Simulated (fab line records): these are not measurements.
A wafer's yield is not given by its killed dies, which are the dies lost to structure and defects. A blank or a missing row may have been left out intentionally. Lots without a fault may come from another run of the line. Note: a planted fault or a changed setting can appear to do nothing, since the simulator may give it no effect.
A struck lot beside a sound one ; flow nandHarc ; 42 out of 1302 route steps
Sound: the wafers L390.4, L390.5, L390.6. Wafers L401.1, L401.5, L401.6 were the ones struck. The cause is given at the end.
At each step with rows: each side's tool, then ch and its chambers, then its first start. Under that, the readings that differ: sound wafers ; struck wafers ; difference of the means ; sigmas: that difference in standard deviations of wafers without a fault.
alike: readings with means less than 2 such deviations apart, plus words and numbers identical on both sides. not compared: withheld readings, readings lacking a value on some wafer, bounds such as >300 that could conceal the same value, and numbers that have no deviation in the record and whose values overlap.
The two part at a step that has a row with sigmas, a row that says differs or no value, or rows on one side only. Non-overlapping numbers with no deviation appear without sigmas and do not part them. A reading missing from all wafers of one side parts the sides only when that side holds two or more wafers.

NHARC_P_GATE_CD_MEAS_59 targets a cd of 720 nm.
  sound on cdSem-01 ch 0, day 5 19:44; struck on cdSem-02 ch 0, day 10 04:31
  alike: cdNm
then, 4 steps without rows for these wafers: NHARC_P_GATE_HARDBAKE_60 (time 80 s); NHARC_P_GATE_DESCUM_61 (chemistry O2, time 3 s); NHARC_P_GATE_IMPLANT_62; NHARC_P_GATE_STRIP_112 (strips in N2/H2, time 200 s).
NHARC_P_GATE_STRIP_76: strips in O2.
  sound on plasmaAsher-02 ch 0,1, day 5 20:32; struck on plasmaAsher-02 ch 0,1, day 10 05:20
  alike: drypumpMotorCurrentA, heaterPowerW
  not compared: rfHoursCounterH
then, 6 steps without rows for these wafers: NHARC_P_GATE_STRIP_63 (strips in SPM, time 900 s); NHARC_P_GATE_DEHYDRATE_83 (time 120 s); NHARC_P_GATE_HMDS_84 (time 30 s); NHARC_P_GATE_COAT_85; NHARC_P_GATE_SOFTBAKE_86 (time 95 s); NHARC_P_GATE_EBR_87.
NHARC_P_GATE_EXPOSE_88: exposes mask P HVN, target cd 2000 nm.
  sound on krfScanner-02 ch 0, day 5 21:19; struck on krfScanner-04 ch 0, day 10 06:05
reading;sound;struck;difference;sigmas
model.P_GATE.overlayXNm (nm);1.364 1.364 1.364;614.4 614.4 614.4;+613.0;
  alike: mask, exposureDoseMJCm2
then, 2 steps without rows for these wafers: NHARC_P_GATE_PEB_89 (peb time 85 s); NHARC_P_GATE_DEVELOP_90 (time 70 s).
NHARC_P_GATE_CD_MEAS_91 targets a cd of 2000 nm.
  sound on cdSem-02 ch 0, day 5 21:28; struck on cdSem-02 ch 0, day 10 06:15
reading;sound;struck;difference;sigmas
cdNm (nm);1998.3 2000.5 2000.1;2002.2 2003.0 2001.7;+2.7;+2
then, 1 step without rows for these wafers: NHARC_P_GATE_HARDBAKE_92 (time 80 s).
NHARC_P_GATE_DESCUM_93: chemistry O2, time 3 s.
  sound on rieDiel-13 ch 0,1, day 5 21:37; struck on rieDiel-09 ch 1,2, day 10 06:25
  alike: drypumpMotorCurrentA, oesProductAu, rfVppV, showerheadPlenumPTorr, throttleValvePct
  not compared: rfHoursCounterH
then, 4 steps without rows for these wafers: NHARC_P_GATE_IMPLANT_94; NHARC_P_GATE_STRIP_113 (strips in N2/H2, time 740 s); NHARC_P_GATE_STRIP_95 (strips in O2); NHARC_P_GATE_STRIP_96 (strips in SPM, time 900 s).
NHARC_P_GATE_RTA_64: time 1 s.
  sound on rtpAnneal-02 ch 0, day 5 23:30; struck on rtpAnneal-01 ch 0, day 10 08:03
reading;sound;struck;difference;sigmas
lampPowerPct (%);33.4 33.4 33.4;36.7 36.6 36.6;+3.2;+2
  alike: wafer_temp_C_max
then, 8 steps without rows for these wafers: NHARC_P_GATE_ETCH_77 (etches SiO2 in dHF, target depth 6 nm); NHARC_P_GATE_DEGAS_109 (time 60 s); NHARC_P_GATE_PRE_CLEAN_110 (time 30 s); NHARC_P_GATE_SPUTTER_78 (material Ni, target thk 10 nm); NHARC_P_GATE_SPUTTER_79 (material TiN, target thk 10 nm); NHARC_P_GATE_RTA_80 (time 30 s); NHARC_P_GATE_STRIP_67 (strips in SPM, time 600 s); NHARC_P_GATE_RTA_82 (time 30 s).
NHARC_P_GATE_INSPECT_68:
  struck on defectInspect-02, day 10 09:19; sound on defectInspect-01, day 6 00:42
  alike: rawDefectCount
NHARC_P_CONTACT_DEP_30: deposits SiNx, target thk 30 nm.
  sound on pecvd-01 ch 0,1,2, day 6 00:53; struck on pecvd-02 ch 0,1, day 10 09:23
  alike: heaterPowerW
NHARC_P_CONTACT_DEP_00: deposits SiO2, target thk 500 nm.
  sound on pecvd-01 ch 0,1,2; struck on pecvd-02 ch 0,1, day 10 09:44
  alike: heaterPowerW, throttleValvePct
then, 7 steps without rows for these wafers: NHARC_P_CONTACT_CMP_01 (polishes SiO2, target thk 200 nm); NHARC_P_CONTACT_SRD_03; NHARC_P_CONTACT_DEHYDRATE_04 (time 120 s); NHARC_P_CONTACT_HMDS_05 (time 30 s); NHARC_P_CONTACT_COAT_33 (time 75 s); NHARC_P_CONTACT_COAT_34 (time 65 s); NHARC_P_CONTACT_COAT_06 (resist thk 90 nm).
-- jump in the record: it breaks off in module P_CONTACT and resumes in module END (first step shown: number 1302 of the route), and 18 days separate the struck wafers' starts before and after --
NHARC_END_SORT_01:
  only the struck wafers appear in the record here, on prober-02 ch 0 at day 28 17:07; the sound ones have no rows

== WHERE THEY PART ==
Last at NHARC_END_SORT_01 as far as this record goes, first at NHARC_P_GATE_CD_MEAS_91.

WHY: the cause the simulator had injected
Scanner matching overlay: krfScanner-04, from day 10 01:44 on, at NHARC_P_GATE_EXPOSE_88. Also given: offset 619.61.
